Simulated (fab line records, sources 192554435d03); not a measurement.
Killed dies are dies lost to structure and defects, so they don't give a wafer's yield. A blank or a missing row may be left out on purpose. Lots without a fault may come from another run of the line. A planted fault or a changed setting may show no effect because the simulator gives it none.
A struck lot beside a sound one | flow n5_finfet | 16 steps out of a route of 1938
Sound: wafers L832.3, L832.4, L832.6. Struck: wafers L823.2, L823.4. The cause comes at the end.
At each step with rows: each side's tool, then ch and its chambers, then its first start. Under that, the readings that differ: sound wafers | struck wafers | difference of the means | sigmas: that difference in standard deviations of wafers without a fault.
alike: readings whose means differ by less than 2 such deviations, and words and numbers that are the same on both sides. not compared: withheld readings, readings that some wafer has no value for, bounds like >300 that may hide the same value, and numbers for which the record gives no deviation and whose values overlap.
The two part at a step that has a row with sigmas, a row that says differs or no value, or rows on one side only. Numbers that don't overlap but have no deviation are shown without sigmas and don't part them. A reading that every wafer of one side lacks parts them only if that side has two wafers or more.

first, 2 steps without rows for these wafers: N5_BEOL_M2_PEB_09 (peb time 60 s); N5_BEOL_M2_DEVELOP_10 (develop time 30 s).
N5_BEOL_M2_CD_MEAS_11: target cd 16.79 nm.
  sound on cd_sem-01 ch 0, day 12 05:05; struck on cd_sem-02 ch 0, day 9 10:49
  alike: cd_nm
N5_BEOL_M2_OVL_MEAS_12:
  sound on overlay-02 ch 0, day 12 05:07; struck on overlay-02 ch 0, day 9 10:50
  alike: M2_OVL
N5_BEOL_M2_INSPECT_13: inspects for defects (brightfield).
  sound on defect_inspect-02, day 12 05:10; struck on defect_inspect-02, day 9 10:54
  alike: raw_defect_count
N5_BEOL_M2_DESCUM_16: chemistry O2, time 7 s.
  sound on rie_diel-02 ch 0,3, day 12 05:16; struck on rie_diel-02 ch 1,2, day 9 10:56
  alike: drypump_motor_current_A, oes_product_au, rf_vpp_V, showerhead_plenum_p_Torr, throttle_valve_pct
  not compared: rf_hours_counter_h
N5_BEOL_M2_ETCH_74: etches underlayer in N2/H2, target depth 6.5 nm, time 5.2 s.
  sound on rie_diel-02 ch 0,3, day 12 05:18; struck on rie_diel-02 ch 1,2, day 9 10:58
  alike: drypump_motor_current_A, etch_rf_on_time_s, h2_flow_sccm, n2_flow_sccm, oes_product_au, rf_vpp_V, showerhead_plenum_p_Torr, throttle_valve_pct
  not compared: rf_hours_counter_h
then, 1 step without rows for these wafers: N5_BEOL_M2_ETCH_63 (etches SiARC in CF4, target depth 15.6 nm, time 26 s).
N5_BEOL_M2_ETCH_64: etches SOC in N2/H2, target depth 75 nm, overetch 22.5 nm, time 121.9 s.
  sound on rie_diel-02 ch 0,3, day 12 05:21; struck on rie_diel-02 ch 1,2, day 9 11:01
  alike: drypump_motor_current_A, h2_flow_sccm, n2_flow_sccm, oes_product_au, rf_vpp_V, showerhead_plenum_p_Torr, throttle_valve_pct
  not compared: rf_hours_counter_h
then, 2 steps without rows for these wafers: N5_BEOL_M2_STRIP_65 (strips in N2/H2); N5_BEOL_M2_STRIP_75 (strips in N2/H2).
N5_BEOL_M2_STRIP_66: strips in CF4.
  sound on rie_diel-02 ch 0,3, day 12 05:29; struck on rie_diel-02 ch 1,2, day 9 11:08
  reading                         | sound          | struck    | difference | sigmas
  showerhead_plenum_p_Torr (Torr) | 1.90 1.90 1.85 | 1.83 1.76 | -0.09      | -2
  alike: drypump_motor_current_A, oes_product_au, rf_vpp_V, throttle_valve_pct
  not compared: rf_hours_counter_h
N5_BEOL_M2_HM_OPEN_17: chemistry Cl2/BCl3, target TiN, target depth 20 nm, overetch 6 nm.
  sound on rie_metal-01 ch 0,1, day 12 05:33; struck on rie_metal-01 ch 1, day 9 11:13
  reading                                  | sound      | struck    | difference | sigmas
  model.SOC_of_BEOL_M2_COAT_61.thk_nm (nm) | 51.8 52 52 | 49.6 49.4 | -2.4       |
  alike: drypump_motor_current_A, oes_product_au, throttle_valve_pct
  not compared: rf_hours_counter_h
N5_BEOL_M2_STRIP_19: strips in O2.
  sound on rie_diel-06 ch 0,1, day 12 05:38; struck on rie_diel-05 ch 2,3, day 9 11:23
  alike: drypump_motor_current_A, oes_product_au, rf_vpp_V, showerhead_plenum_p_Torr, throttle_valve_pct
  not compared: rf_hours_counter_h
-- the record jumps here: 3 days lie between the struck wafers' starts before and after (it left off in module BEOL_M2 and takes up again in module BEOL_M4, whose first step shown is number 1111 of the route) --
N5_BEOL_M4_RC_MEAS_101:
  sound on prober-02 ch 0, day 14 17:16; struck on prober-01 ch 0, day 12 11:46
  reading   | sound          | struck    | difference | sigmas
  VT_P (mV) | -246 -246 -248 | -253 -256 | -8         | -2
  alike: DIBL_N, DIBL_P, IOFF_N, IOFF_P, ION_N, ION_P, SS_N, SS_P, VT_N
-- the record jumps here: 4 days lie between the struck wafers' starts before and after (it left off in module BEOL_M4 and takes up again in module PASSIVATION, whose first step shown is number 1936 of the route) --
N5_PASSIVATION_PROBE_49:
  the record has rows for the struck wafers here (prober-02, day 16 19:26) and none for the sound ones

WHERE THEY PART
First at N5_BEOL_M2_STRIP_66; last, within this record, at N5_PASSIVATION_PROBE_49.

WHY: what the simulator had put in
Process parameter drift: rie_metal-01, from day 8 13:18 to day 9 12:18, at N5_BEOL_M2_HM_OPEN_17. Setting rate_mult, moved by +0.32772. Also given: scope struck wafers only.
